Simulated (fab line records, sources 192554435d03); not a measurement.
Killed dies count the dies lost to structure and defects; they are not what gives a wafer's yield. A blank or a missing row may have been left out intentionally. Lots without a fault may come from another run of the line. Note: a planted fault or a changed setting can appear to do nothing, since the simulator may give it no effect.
Split-lot experiment | flow n5Finfet | 7 lots, 21 wafers read, on a route of 1938 steps

ON THE SPLIT
At N5_SD_EPI_N_ETCH_16 (etches SiO2 in CHF3/O2, target depth 5 nm), the setting targetDepthA was moved away from the recipe's 50 angstrom on 9 of the 21 wafers read, by -11.5% to +10.9%. The other wafers ran this setting at the recipe's value.

Reading taken at the split's own step.

THE READING
etch.depthNm (the simulator's own value, which no gauge read), in nm, at N5_SD_EPI_N_ETCH_16 (etches SiO2 in CHF3/O2, target depth 5 nm). The file gives no usual value for it. Here, 12 wafers ran the recipe; their average is 4.898 nm with a standard deviation of 0.13 nm.

wafer  | tool, chamber at the split | targetDepthA as run, angstrom | against the recipe | etch.depthNm, nm | against lot-mates on the recipe
L074.2 | rieDiel-02, 0              | 50                            | recipe             | 4.965            | -
L074.4 | rieDiel-02, 3              | 44.23                         | -11.5%             | 4.231            | -0.734
L074.5 | rieDiel-02, 0              | 44.23                         | -11.5%             | 4.357            | -0.608
L075.3 | rieDiel-05, 2              | 50                            | recipe             | 4.851            | -
L075.4 | rieDiel-05, 1              | 50                            | recipe             | 4.792            | -
L075.5 | rieDiel-05, 1              | 50                            | recipe             | 4.765            | -
L080.2 | rieDiel-05, 2              | 55.39                         | +10.8%             | 5.362            | +0.647
L080.3 | rieDiel-05, 1              | 50                            | recipe             | 4.715            | -
L080.4 | rieDiel-05, 3              | 55.39                         | +10.8%             | 5.469            | +0.754
L084.1 | rieDiel-05, 0              | 50                            | recipe             | 5.012            | -
L084.3 | rieDiel-05, 2              | 50                            | recipe             | 4.892            | -
L084.5 | rieDiel-05, 2              | 50                            | recipe             | 4.899            | -
L086.2 | rieDiel-05, 0              | 53.06                         | +6.1%              | 5.271            | +0.264
L086.4 | rieDiel-05, 3              | 53.06                         | +6.1%              | 5.253            | +0.246
L086.6 | rieDiel-05, 0              | 50                            | recipe             | 5.007            | -
L091.1 | rieDiel-05, 2              | 55.44                         | +10.9%             | 5.357            | +0.649
L091.4 | rieDiel-05, 1              | 50                            | recipe             | 4.708            | -
L091.6 | rieDiel-05, 2              | 55.44                         | +10.9%             | 5.356            | +0.648
L097.3 | rieDiel-06, 0              | 53.64                         | +7.3%              | 5.238            | +0.151
L097.4 | rieDiel-06, 1              | 50                            | recipe             | 5.033            | -
L097.6 | rieDiel-06, 2              | 50                            | recipe             | 5.142            | -

THE FIT
A straight line over all 21 wafers: etch.depthNm changes by +0.0489 nm for each +1% of targetDepthA; r = +0.94; the points scatter about the line by 0.11 nm.
The same after taking each lot's own level away (the mean of its wafers on the recipe; 21 wafers): +0.0572 nm for each +1%; r = +0.98; scatter 0.084 nm.
That fit puts the effect of the largest move of targetDepthA on the reading at 0.66 nm.
Across the lots, their own levels run from 4.7080 to 5.0875 nm, a range of 2.9 times the standard deviation given above.
Thus the slope moves with the lot-to-lot level: the two fits are different.
Check: with one of the wafers moved furthest among these (-11.5%) left out of the fit, the line predicts -0.649 nm for it against its lot-mates. Against them it came out at -0.734 nm.

THESE WAFERS: OTHER SPLITS
Before the reading, these wafers also passed through other splits. Each is held against what the fit with the lots' levels taken away leaves over:
other split on the same wafers                  | wafers away from the commonest value | r with etch.depthNm (lot level and that fit taken away)
N5_PMOS_HMC_CHANNEL_EPI_EXPOSE_06 doseMj        | 9                                    | +0.64
N5_PMOS_HMC_CHANNEL_EPI_DEVELOP_08 developTimeS | 5                                    | -0.08
N5_FIN_CUT_COAT_19 spinRpm                      | 6                                    | +0.01
N5_SD_EPI_N_DESCUM_14 timeS                     | 4                                    | +0.37

THE FILE'S OWN FIT
etch.depthNm changes by +0.0546 nm for each +1% of targetDepthA, r = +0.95.
